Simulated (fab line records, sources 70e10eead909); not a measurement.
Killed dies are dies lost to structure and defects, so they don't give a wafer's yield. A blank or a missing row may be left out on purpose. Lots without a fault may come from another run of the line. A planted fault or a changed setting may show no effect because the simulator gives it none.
fab line records | flow nand_harc
record lots=5 wafers=15 last_day=24
route steps=1159 shown P_M0@282 P_M1@285
lots that met no fault: from a run of the same line without faults
start_h: hours from the record's first day to the start of the lot's first wafer shown | wait_h: hours since the lot's step before | " the same as in the row above | L1.1+2: a row that stands for several wafers | - no value, or no start given | * or withheld: withheld | < > ~ a bound
route shown NAME@n: a module of which the file shows steps, and the number in the route of the first | usual: mean/standard deviation of fault-free wafers | same: alike in all rows | chamber/n: place in a boat | sites: the reading at each site | _std_site: their standard deviation | _edge_site: outer sites' mean less inner sites' | radius_mm: how far each site lies from the wafer's centre | mask NAME#n: copy n | behind: the tool/chamber that last shaped the wafer | hold: why the lot was held/for how many hours/how that ended | device: the transistor (n, p or np) that didn't switch | end of line: the same wafers' tests at the end of the route | a step without rows: its recipe alone | killed: dies lost to structure and defects at the first sort, not the wafer's yield | map: a wafer's dies, x killed, . not, _ none there
set.NAME: the setting as run; set.NAME@STEP: as run at that earlier step | model.NAME: the simulator's own value behind a step, which no gauge read
lots at some steps of the route; a table a step, a row a wafer
services: from which hour (start_h, from the record's first day; less than 0 if before it) a tool's chamber was out of use, for how many hours, and why
## steps
# step NHARC_P_M0_INSPECT_27
# usual raw_defect_count=293/120
# columns lot.wafer tool chamber start_h wait_h raw_defect_count
L953.1 defect_inspect-01 - 141.64 0.0 220
L953.3 " - " " 191
L953.6 " - " " 237
L952.1 defect_inspect-02 - 142.17 0.1 447
L952.4 " - " " 311
L952.6 " - " " 292
L964.1 defect_inspect-01 - 216.77 0.0 210
L964.3 " - " " 241
L964.6 " - " " 312
L968.2 defect_inspect-01 - 225.68 0.0 325
L968.5 " - " " 167
L968.6 " - " " 233
L973.3 defect_inspect-01 - 254.97 0.0 267
L973.4 " - " " 321
L973.6 " - " " 332
# step NHARC_P_M0_PRE_CLEAN_31
# recipe time_s=12 temp_c=370 rf_power_w=300 gas=NH3
# usual heater_power_w=637/70
# columns lot.wafer tool chamber start_h wait_h heater_power_w
L953.1 pecvd-03 0 141.70 0.1 585
L953.3 " 1 " " 549
L953.6 " 0 " " 578
L952.1 pecvd-03 2 142.24 0.1 597
L952.6 " 2 " " 589
L952.4 " 0 " " 562
L964.3 pecvd-03 1 216.84 0.1 659
L964.1 " 2 " " 640
L964.6 " 2 " " 634
L968.2 pecvd-01 0 225.76 0.1 692
L968.5 " 2 " " 638
L968.6 " 1 " " 756
L973.3 pecvd-01 1 255.05 0.1 720
L973.6 " 0 " " 587
L973.4 " 2 " " 616
# step NHARC_P_M0_DEP_32
# recipe target_thk_a=300 temp_c=370 target_thk_nm=30 pressure_torr=3 flow_sccm=200 rf_w=450 material=SiCN
# usual heater_power_w=572/64
# columns lot.wafer tool chamber start_h wait_h heater_power_w
L953.1 pecvd-03 0 141.78 0.1 486
L953.3 " 1 " " 504
L953.6 " 0 " " 491
L952.1 pecvd-03 2 142.32 0.1 558
L952.6 " 2 " " 574
L952.4 " 0 " " 537
L964.3 pecvd-03 1 216.92 0.1 585
L964.1 " 2 " " 556
L964.6 " 2 " " 559
L968.2 pecvd-01 0 225.87 0.1 560
L968.5 " 2 " " 505
L968.6 " 1 " " 675
L973.3 pecvd-01 1 255.16 0.1 672
L973.6 " 0 " " 514
L973.4 " 2 " " 584
# step NHARC_P_M1_DEP_00
# recipe target_thk_a=1825 target_thk_nm=182.5 temp_c=withheld pressure_torr=5 flow_sccm=200 rf_w=600 material=SiOC
# step NHARC_P_M1_DEHYDRATE_01
# recipe temp_c=150 time_s=120
# step NHARC_P_M1_HMDS_02
# recipe time_s=30
# step NHARC_P_M1_COAT_34
# recipe temp_c=200 time_s=65
# step NHARC_P_M1_COAT_03
# recipe spin_rpm=1500 resist_thk_nm=90
# step NHARC_P_M1_SOFTBAKE_04
# recipe temp_c=105 time_s=55
# step NHARC_P_M1_EBR_05
# step NHARC_P_M1_EXPOSE_06
# recipe na=1.35 target_cd_nm=130 dose_mj=81.88 mask_id=P_M1
# step NHARC_P_M1_PEB_07
# recipe peb_temp_c=100 peb_time_s=65
# usual heater_power_total_W=156.7/0.4
# columns lot.wafer tool chamber start_h wait_h heater_power_total_W
L953.1 litho_track-01 0 142.95 0.1 157.1
L953.3 " 0 " " 156.7
L953.6 " 0 " " 157.2
L952.1 litho_track-01 0 143.47 0.1 197.5
L952.4 " 0 " " 156.3
L952.6 " 0 " " 156.4
L964.1 litho_track-04 0 217.96 0.1 156.4
L964.3 " 0 " " 156.7
L964.6 " 0 " " 156.3
L968.2 litho_track-06 0 227.09 0.1 155.9
L968.5 " 0 " " 157.0
L968.6 " 0 " " 157.2
L973.3 litho_track-06 0 260.07 0.1 156.6
L973.4 " 0 " " 156.5
L973.6 " 0 " " 155.9
# step NHARC_P_M1_DEVELOP_08
# recipe develop_time_s=35 dev_temp_c=23
# step NHARC_P_M1_CD_MEAS_09
# recipe target_cd_nm=130 landing_energy_ev=500
# usual cd_nm=129.9/0.65
# same landing_energy_ev=500
# columns lot.wafer tool chamber start_h wait_h cd_nm
L953.1 cd_sem-01 0 143.03 - 130.8
L953.3 " 0 " " 130.3
L953.6 " 0 " " 130.1
L952.1 cd_sem-01 0 143.54 - 115.2
L952.4 " 0 " " 129.4
L952.6 " 0 " " 129.3
L964.1 cd_sem-03 0 218.04 - 128.5
L964.3 " 0 " " 130.1
L964.6 " 0 " " 128.6
L968.2 cd_sem-03 0 227.17 - 130.1
L968.5 " 0 " " 130.4
L968.6 " 0 " " 129.9
L973.3 cd_sem-01 0 260.16 - 129.8
L973.4 " 0 " " 130.5
L973.6 " 0 " " 129.8
# step NHARC_P_M1_OVL_MEAS_10
# recipe pitch_nm=260
# usual overlay_x_nm=0.1/0.84 overlay_y_nm=-0.3/0.82
# columns lot.wafer tool chamber start_h wait_h overlay_x_nm overlay_y_nm
L953.1 overlay-02 - 143.12 - 0.4 -1.1
L953.3 " - " " -0.4 -0.9
L953.6 " - " " -0.3 -1.2
L952.1 overlay-02 - 143.63 - 2.9 0.8
L952.4 " - " " 3.1 0.3
L952.6 " - " " 3.2 0.7
L964.1 overlay-01 - 218.13 - 0.9 -0.8
L964.3 " - " " 0.8 -1.1
L964.6 " - " " 0.2 -1.1
L968.2 overlay-02 - 227.26 - -0.6 -0.7
L968.5 " - " " -0.7 -1.3
L968.6 " - " " -0.9 -0.9
L973.3 overlay-01 - 260.24 - 0.2 0.3
L973.4 " - " " 0.4 -0.3
L973.6 " - " " 0.4 0.0
# step NHARC_P_M1_INSPECT_11
# usual raw_defect_count=4.2/2.8
# columns lot.wafer tool chamber start_h wait_h raw_defect_count
L953.1 defect_inspect-01 - 143.15 0.0 7
L953.3 " - " " 3
L953.6 " - " " 4
L952.1 defect_inspect-02 - 143.67 0.0 2
L952.4 " - " " 1
L952.6 " - " " 2
L964.1 defect_inspect-02 - 218.17 0.0 1
L964.3 " - " " 3
L964.6 " - " " 5
L968.2 defect_inspect-01 - 227.29 0.0 4
L968.5 " - " " 2
L968.6 " - " " 3
L973.3 defect_inspect-02 - 260.28 0.0 9
L973.4 " - " " 5
L973.6 " - " " 7
# step NHARC_P_M1_DESCUM_14
# recipe time_s=3 o2_flow_sccm=200 ar_flow_sccm=0 bias_power_w=0 chemistry=O2
# usual drypump_motor_current_A=6.0/0.56 oes_product_au=0.996/0.0072 rf_vpp_V=57.8/0.89 showerhead_plenum_p_Torr=1.91/0.097 throttle_valve_pct=11.310/0.0086
# columns lot.wafer tool chamber start_h wait_h drypump_motor_current_A oes_product_au rf_hours_counter_h rf_vpp_V showerhead_plenum_p_Torr throttle_valve_pct model.P_M1.cd_nm
L953.3 rie_diel-06 0 143.23 0.1 6.4 1.004 5 57.1 1.80 11.296 129.3
L953.1 " 1 " " 6.2 0.998 5 57.0 1.80 11.306 130.4
L953.6 " 3 " " 6.5 1.003 - 57.4 1.98 11.301 130.2
L952.4 rie_diel-06 2 143.73 0.1 5.2 0.993 4 58.9 2.05 11.311 129.1
L952.1 " 1 " " 6.2 1.000 5 56.9 1.80 11.314 115.8
L952.6 " 2 " " 5.2 0.991 - 58.6 2.05 11.304 129.3
L964.1 rie_diel-06 0 218.24 0.1 6.5 0.997 10 56.8 1.80 11.315 128.2
L964.3 " 2 " " 5.2 0.991 10 58.1 2.05 11.313 130.1
L964.6 " 3 " " 6.5 0.990 - 57.2 1.97 11.304 128.7
L968.2 rie_diel-13 1 227.38 0.1 6.0 1.008 2 57.4 1.92 11.307 130
L968.5 " 2 " " 5.5 1.001 - 58.5 1.81 11.312 130.1
L968.6 " 3 " " 6.6 1.002 - 58.5 1.89 11.329 129.7
L973.4 rie_diel-06 1 260.34 0.1 6.2 0.990 1 56.8 1.80 11.312 130.7
L973.3 " 2 " " 5.2 0.997 1 57.5 2.04 11.314 130.5
L973.6 " 2 " " 5.2 0.999 - 57.8 2.05 11.307 130.7
# step NHARC_P_M1_ETCH_35
# recipe target_depth_a=400 overetch_a=120 time_s=43.94 ion_energy_ev=200 n2_flow_sccm=150 h2_flow_sccm=150 ar_flow_sccm=0 rf_w=400 bias_w=150 chemistry=N2/H2
# usual drypump_motor_current_A=6.0/0.56 oes_product_au=0.996/0.0076 rf_vpp_V=430/3 showerhead_plenum_p_Torr=2.03/0.11 throttle_valve_pct=14.171/0.0083
# columns lot.wafer tool chamber start_h wait_h drypump_motor_current_A oes_product_au rf_hours_counter_h rf_vpp_V showerhead_plenum_p_Torr throttle_valve_pct
L953.3 rie_diel-06 0 143.30 0.1 6.4 1.009 5 428 1.92 14.161
L953.1 " 3 " " 6.5 1.000 4 433 2.11 14.166
L953.6 " 0 " " 6.5 0.997 - 427 1.92 14.171
L952.4 rie_diel-06 2 143.82 0.1 5.2 0.997 4 435 2.19 14.162
L952.1 " 0 " " 6.5 1.004 5 428 1.92 14.175
L952.6 " 1 " " 6.2 0.985 - 428 1.91 14.176
L964.3 rie_diel-06 3 218.31 0.1 6.5 0.997 9 432 2.11 14.178
L964.1 " 2 " " 5.2 1.000 10 433 2.18 14.168
L964.6 " 3 " " 6.5 1.001 - 431 2.11 14.165
L968.2 rie_diel-13 3 227.45 0.1 6.7 1.003 3 430 2.02 14.167
L968.6 " 0 " " 4.9 1.001 - 431 2.11 14.173
L968.5 " 1 " " 5.9 0.993 - 432 2.05 14.149
L973.4 rie_diel-06 0 260.43 0.1 6.5 0.986 1 428 1.92 14.178
L973.3 " 2 " " 5.2 1.000 1 436 2.18 14.170
L973.6 " 3 " " 6.5 0.999 - 432 2.11 14.174
# step NHARC_P_M1_ETCH_15
# recipe target_depth_a=1825 time_s=91.2 c4f8_flow_sccm=withheld ar_flow_sccm=400 rf_w=600 bias_w=300 chemistry=C4F8/Ar
# usual oes_product_au=0.953/0.019 rf_vpp_V=441/3.1
# columns lot.wafer tool chamber start_h wait_h oes_product_au rf_hours_counter_h rf_vpp_V
L953.1 rie_diel-06 1 - - 0.975 5 437
L953.3 " 3 " " 0.959 4 443
L953.6 " 1 " " 0.982 - 437
L952.4 rie_diel-06 2 - - 0.955 4 445
L952.1 " 3 " " 0.956 4 444
L952.6 " 1 " " 0.980 - 436
L964.1 rie_diel-06 2 - - 0.963 10 445
L964.3 " 0 " " 0.958 10 439
L964.6 " 2 " " 0.965 - 444
L968.2 rie_diel-13 0 - - 0.981 3 442
L968.6 " 1 " " 0.981 - 440
L968.5 " 2 " " 0.954 - 438
L973.3 rie_diel-06 0 - - 0.971 1 436
L973.4 " 1 " " 0.957 1 437
L973.6 " 0 " " 0.980 - 438
# step NHARC_P_M1_CD_MEAS_16
# usual cd_nm=129.8/0.79
# columns lot.wafer tool chamber start_h wait_h cd_nm
L953.1 cd_sem-01 - 143.52 - 130.9
L953.3 " - " " 128.8
L953.6 " - " " 129.7
L952.1 cd_sem-01 - 144.03 - 115.0
L952.4 " - " " 129.5
L952.6 " - " " 129.4
L964.1 cd_sem-01 - 218.53 - 128.2
L964.3 " - " " 130.4
L964.6 " - " " 128.8
L968.2 cd_sem-03 - 227.66 - 130.2
L968.5 " - " " 130.4
L968.6 " - " " 129.9
L973.3 cd_sem-02 - 260.65 - 130.4
L973.4 " - " " 130.5
L973.6 " - " " 130.1
# step NHARC_P_M1_STRIP_18
# recipe power_w=1000 n2_flow_sccm=150 h2_flow_sccm=150 ar_flow_sccm=0 bias_w=0 chemistry=N2/H2
# usual drypump_motor_current_A=5.8/0.55 oes_product_au=0.996/0.0083 rf_vpp_V=90.7/0.96 showerhead_plenum_p_Torr=2.05/0.092 throttle_valve_pct=14.171/0.0097
# columns lot.wafer tool chamber start_h wait_h drypump_motor_current_A oes_product_au rf_hours_counter_h rf_vpp_V showerhead_plenum_p_Torr throttle_valve_pct
L953.3 rie_diel-12 2 143.62 0.1 5.8 0.995 7 92.4 2.19 14.164
L953.1 " 3 " " 6.3 1.012 7 90.4 1.98 14.153
L953.6 " 2 " " 5.8 1.002 - 91.8 2.19 14.186
L952.1 rie_diel-12 0 144.16 0.1 5.6 0.992 8 90.2 2.02 14.166
L952.4 " 1 " " 5.2 0.998 8 90.8 2.14 14.184
L952.6 " 2 " " 5.8 1.003 - 91.0 2.19 14.164
L964.1 rie_diel-12 3 218.61 0.1 6.4 0.987 1 90.0 1.98 14.169
L964.3 " 2 " " 5.8 0.991 1 92.2 2.19 14.163
L964.6 " 3 " " 6.3 0.992 - 90.0 1.98 14.186
L968.2 rie_diel-12 1 227.73 0.1 5.3 0.996 1 92.7 2.14 14.156
L968.6 " 1 " " 5.3 0.983 - 91.2 2.14 14.158
L968.5 " 2 " " 5.8 1.000 - 92.0 2.19 14.175
L973.3 rie_diel-13 3 260.72 0.1 6.6 1.004 4 90.4 2.02 14.172
L973.4 " 2 " " 5.5 0.993 4 88.1 1.93 14.179
L973.6 " 3 " " 6.6 1.008 - 91.8 2.02 14.162
# step NHARC_P_M1_ETCH_28
# recipe target_depth_a=300 over_etch_frac=0.3 time_s=72.99 ion_energy_ev=150 cf4_flow_sccm=50 n2_flow_sccm=100 ar_flow_sccm=150 rf_w=300 bias_w=100 chemistry=CF4/N2
# usual drypump_motor_current_A=5.8/0.54 oes_product_au=0.997/0.0083 rf_vpp_V=314.5/2.1 showerhead_plenum_p_Torr=2.64/0.11 throttle_valve_pct=19.794/0.009
# columns lot.wafer tool chamber start_h wait_h drypump_motor_current_A oes_product_au rf_hours_counter_h rf_vpp_V showerhead_plenum_p_Torr throttle_valve_pct model.P_M1.cd_nm
L953.1 rie_diel-12 3 - - 6.3 1.003 7 312.6 2.55 19.807 130.8
L953.3 " 1 " " 5.2 0.982 8 314.5 2.75 19.782 128.4
L953.6 " 3 " " 6.3 1.003 - 313.9 2.55 19.797 129.8
L952.1 rie_diel-12 0 - - 5.6 1.006 8 313.8 2.61 19.795 115.4
L952.4 " 1 " " 5.2 0.993 8 316.9 2.75 19.798 128.3
L952.6 " 3 " " 6.3 1.007 - 314.6 2.55 19.798 128.8
L964.3 rie_diel-12 2 - - 5.8 0.996 1 316.5 2.80 19.805 130.4
L964.1 " 0 " " 5.6 0.992 1 314.8 2.61 19.807 128.4
L964.6 " 3 " " 6.4 0.990 - 312.9 2.55 19.788 128.7
L968.2 rie_diel-12 0 - - 5.6 0.987 2 314.7 2.61 19.802 129.9
L968.6 " 1 " " 5.3 0.998 - 316.1 2.74 19.790 130
L968.5 " 2 " " 5.8 0.987 - 316.8 2.80 19.807 131
L973.4 rie_diel-13 2 - - 5.5 0.992 4 312.3 2.49 19.798 131.1
L973.3 " 3 " " 6.6 0.995 4 311.9 2.60 19.784 131.1
L973.6 " 1 " " 5.9 1.002 - 314.0 2.64 19.795 130.3
# step NHARC_P_M1_STRIP_19
# recipe time_s=600 temp_c=30 chemistry=post_etch_residue_remover
## services
# columns tool chamber start_h hours kind
rie_diel-06 0 122.20 - clean
rie_diel-06 1 122.20 - clean
rie_diel-06 2 122.20 - clean
rie_diel-06 3 122.20 - clean
rie_diel-06 1 125.18 5.7 repair
litho_track-04 - 141.00 7.0 pm
rie_diel-06 0 146.74 - clean
rie_diel-06 1 146.74 - clean
rie_diel-06 2 146.74 - clean
rie_diel-06 3 146.74 - clean
rie_diel-06 3 157.69 7.3 repair
rie_diel-13 1 169.69 14.7 repair
rie_diel-06 0 171.24 - clean
rie_diel-06 1 171.24 - clean
rie_diel-06 2 171.24 - clean
rie_diel-06 3 171.24 - clean
rie_diel-13 - 181.96 1.1 repair
rie_diel-12 - 202.40 9.0 pm
rie_diel-13 2 202.51 2.3 repair
rie_diel-12 1 215.93 10.7 repair
pecvd-01 - 237.00 13.0 pm
rie_diel-12 - 238.33 0.8 repair
rie_diel-06 - 241.20 9.0 pm
rie_diel-13 1 242.68 6.1 repair
## key
first_sign step=NHARC_P_M1_PEB_07 reading=heater_power_total_W direction=up sigmas=99+ usual=* struck=*
effect step=NHARC_P_M1_CD_MEAS_09 reading=cd_nm direction=down sigmas=23 usual=129.9 struck=115.2
effect step=NHARC_P_M1_CD_MEAS_16 reading=cd_nm direction=down sigmas=19 usual=129.8 struck=115.0
model_effect step=NHARC_P_M1_DESCUM_14 value=P_M1.cd_nm without=131.6 struck=115.8
model_effect step=NHARC_P_M1_ETCH_28 value=P_M1.cd_nm without=131.3 struck=115.4
met_at NHARC_P_M1_PEB_07
struck_wafers L952.1
sort_left_out L952.1
onset_between 142.95 143.47
fault kind=process_parameter_drift tool=litho_track-01 chamber=- onset_h=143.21 steps=NHARC_P_M1_PEB_07 channel=peb_time_s offset=* shape=step end_h=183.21 scope=struck_wafers_only acts_in=* stated=*
# sort_left_out: the simulated sort isn't trusted on such a fault, so these wafers' sort isn't shown, and their yield isn't known
